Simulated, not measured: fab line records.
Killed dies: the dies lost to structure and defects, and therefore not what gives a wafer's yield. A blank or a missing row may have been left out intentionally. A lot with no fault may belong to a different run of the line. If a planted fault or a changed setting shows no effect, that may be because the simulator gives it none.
Struck lot and sound lot, side by side | flow n5_finfet | 34 out of 1938 route steps
Sound: the wafers L833.2, L833.3, L833.6. Wafers L836.2, L836.3, L836.5 were the ones struck. The cause comes at the end.
Order at every step that has rows: each side's tool, ch and its chambers, its first start. Under that, the readings that differ: sound wafers | struck wafers | difference of the means | sigmas: that difference in standard deviations of wafers without a fault.
alike: readings with means less than 2 such deviations apart, plus words and numbers identical on both sides. not compared: withheld readings, readings lacking a value on some wafer, bounds such as >300 that could conceal the same value, and numbers that have no deviation in the record and whose values overlap.
Wherever a step has rows on one side only, a row that says differs or no value, or a row with sigmas, the two part there. When numbers do not overlap yet have no deviation, they are printed without sigmas and do not part them. Lack of a reading on every wafer of one side parts them only where that side has two or more wafers.

first, 10 steps without rows for these wafers: N5_BEOL_M10_HM_STRIP_39 (strips TiN in peroxide tin strip, target depth 25 nm, time 158 s); N5_BEOL_M10_SRD_40 (time 30 s); N5_BEOL_M10_PRECLEAN_42 (cleans in residue remover, time 60 s); N5_BEOL_M10_SRD_43 (time 30 s); N5_BEOL_M10_CURE_72 (cures SiCOH lowk, time 120 s); N5_BEOL_M10_DEGAS_44 (time 60 s); N5_BEOL_M10_PRE_CLEAN_45 (time 30 s); N5_BEOL_M10_ALD_74 (deposits TaN, target thk 2 nm, pulse time 2 s, purge time 3 s); N5_BEOL_M10_SURFACE_TREAT_76; N5_BEOL_M10_CVD_75 (deposits Co from CCTBA/H2, target thk 2 nm, time 138.9 s).
N5_BEOL_M10_SPUTTER_48: material Cu, target thk 12 nm, time 2 s.
  sound on pvd_sputter-02 at day 12 04:55; struck on pvd_sputter-02 at day 12 21:19
  alike: throttle_valve_pct
then, 22 steps without rows for these wafers: N5_BEOL_M10_ECD_50 (material Cu, target thk 318 nm); N5_BEOL_M10_ANNEAL_51 (time 90 s); N5_BEOL_M10_CMP_52 (polishes, stops on SiCOH lowk, t overpolish 7 s, target thk 140 nm); N5_BEOL_M10_PRE_CLEAN_55 (time 15 s); N5_BEOL_M10_DEP_56 (deposits SiCN from 3MS/NH3, target thk 15 nm, time 26.5 s); N5_BEOL_M11_ILD_DEP_00 (deposits SiCOH lowk from DEMS/porogen, target thk 308.51 nm, time 58 s); N5_BEOL_M11_CURE_71 (cures SiCOH lowk, time 240 s); N5_BEOL_M11_PECVD_70 (deposits SiO2 from TEOS/O2, target thk 20 nm, time 22.7 s); N5_BEOL_M11_HM_DEP_02 (deposits TiN, target thk 20 nm); N5_BEOL_M11_COAT_59 (time 60 s, resist thk 100 nm); N5_BEOL_M11_COAT_60 (time 60 s, resist thk 30 nm); N5_BEOL_M11_COAT_05 (resist thk 90 nm); N5_BEOL_M11_EBR_07; N5_BEOL_M11_SOFTBAKE_06 (time 60 s); N5_BEOL_M11_EXPOSE_08 (exposes mask M11); N5_BEOL_M11_PEB_09 (peb time 60 s); N5_BEOL_M11_DEVELOP_10 (develop time 30 s); N5_BEOL_M11_DESCUM_16 (chemistry O2, time 7.9 s); N5_BEOL_M11_ETCH_61 (etches SiARC in CF4, target depth 39 nm, time 65 s); N5_BEOL_M11_ETCH_62 (etches SOC in N2/H2, target depth 110 nm, overetch 22 nm, time 165 s); N5_BEOL_M11_STRIP_68 (strips in N2/H2); N5_BEOL_M11_STRIP_67 (strips in CF4).
-- a jump in the record: the struck wafers' starts before and after are 2 days apart (it breaks off in module BEOL_M11 and resumes in module PASSIVATION, where the first step shown is number 1936 of the route) --
N5_PASSIVATION_PROBE_49:
  only the struck wafers here have rows in the record (prober-01, day 15 03:10); the sound ones have none

== WHERE THEY PART ==
N5_PASSIVATION_PROBE_49 only, going by this record.

WHY: whatever the simulator had introduced
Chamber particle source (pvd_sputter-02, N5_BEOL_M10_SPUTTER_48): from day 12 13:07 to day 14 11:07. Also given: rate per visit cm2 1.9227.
